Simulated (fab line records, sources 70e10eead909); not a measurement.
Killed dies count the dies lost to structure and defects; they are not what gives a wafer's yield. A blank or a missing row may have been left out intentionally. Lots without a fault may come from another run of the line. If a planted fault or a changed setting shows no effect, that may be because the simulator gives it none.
Code-filled problem report in 8D (eight disciplines) form + flow nandHarc + the parts of the form that need people (team, actions taken, sign-off) are left out

1. THE ISSUE
oesProductAu at NHARC_A_STAIRCASE_ETCH_201 reads a mean of 1.088 a.u. on 2 wafers of 2 lots; wafers without a fault read 0.944 a.u. with a standard deviation of 0.012. Relative to the usual mean, that is a shift of +12 standard deviations.
The step: etches the open film in C4F8/O2, target depth 100 nm, time 40.5 s.
Earliest sighting: wafer L801.2 on rieDiel-02 at day 14 05:53. The record holds 42 wafers of 14 lots with a number at this step. Rule for "out", or "out of limits": more than 4 standard deviations from the usual mean. All remaining wafers that have a number are taken as sound.

2. WHAT IT IS; WHAT IT IS NOT
| question                    | is                | is not                                                                                       |
|-----------------------------|-------------------|----------------------------------------------------------------------------------------------|
| which readings at this step | oesProductAu      | biasW, rfVppV                                                                                |
| which lots                  | L801, L804        | L790, L792, L793, L794, L795, L796, L797, L798, L808, L811, L812, L813                       |
| which wafers of those lots  | L801.2, L804.6    | L801.3, L801.5, L804.1, L804.5                                                               |
| read on which tools         | rieDiel-02        | rieDiel-03, rieDiel-09                                                                       |
| when                        | from day 14 05:53 | up to then (26 sound wafers); but 14 sound wafers of L804, L808, L811, L812, L813 came after |

3. WHAT RULES OUT EACH SUSPECT
Counting: any tool at a process step up to the reading remains a suspect provided it ran every lot that is out. Sound lots after the first of them don't rule it out here, since some wafers of a struck lot are sound.
- rieDiel-02 at NHARC_A_STAIRCASE_TRIM_198 (chemistry O2, time 211.2 s): kept. Every lot that is out went through it, the first being L801 (day 14 05:53); the last sound lot it ran before that was L798 (day 13 02:56). With no start given for some of its lots, NHARC_A_STAIRCASE_TRIM_198 uses the hours and lot order of NHARC_A_STAIRCASE_ETCH_201.
- rieDiel-02 at NHARC_A_STAIRCASE_ETCH_201 (etches the open film in C4F8/O2, target depth 100 nm, time 40.5 s): kept. Every lot that is out went through it, the first being L801 (day 14 05:53); the last sound lot it ran before that was L798 (day 13 02:56). On those wafers its own readings are out: oesProductAu.
- rieDiel-02, NHARC_A_STAIRCASE_TRIM_198: wafers that are out in chamber 3, sound lot-mates in chambers 0, 2.
Left after counting: rieDiel-02 at NHARC_A_STAIRCASE_TRIM_198, rieDiel-02 at NHARC_A_STAIRCASE_ETCH_201.

4. THE CAUSE (what the simulator had put in)
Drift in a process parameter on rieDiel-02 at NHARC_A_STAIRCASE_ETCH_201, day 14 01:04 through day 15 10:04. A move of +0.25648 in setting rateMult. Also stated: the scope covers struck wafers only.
Counting leaves 2 suspects; this tool is one of them.

5. SEQUENCE OF EFFECTS, ordered by route
One row per reading whose mean, taken over the struck wafers that have a number, lies over 3 standard deviations from the usual. Only readings for which the record gives a usual standard deviation are gone through. hours: the time from each lot's start at the first step in this table that gives one to its start at this step, as a median over the lots. sigmas: the change in usual standard deviations.
| hours | step                       | reading      | usual      | on struck wafers | change | sigmas |
|-------|----------------------------|--------------|------------|------------------|--------|--------|
| 0     | NHARC_A_STAIRCASE_ETCH_201 | oesProductAu | 0.944 a.u. | 1.088            | +0.144 | +12    |
Process steps it contains:
- NHARC_A_STAIRCASE_ETCH_201: etches the open film in C4F8/O2, target depth 100 nm, time 40.5 s.

6. HOW IT WOULD HAVE BEEN CAUGHT EARLIER
In this record the first reading out of limits was taken at day 14 05:53, 5 hours after the fault began at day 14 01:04.
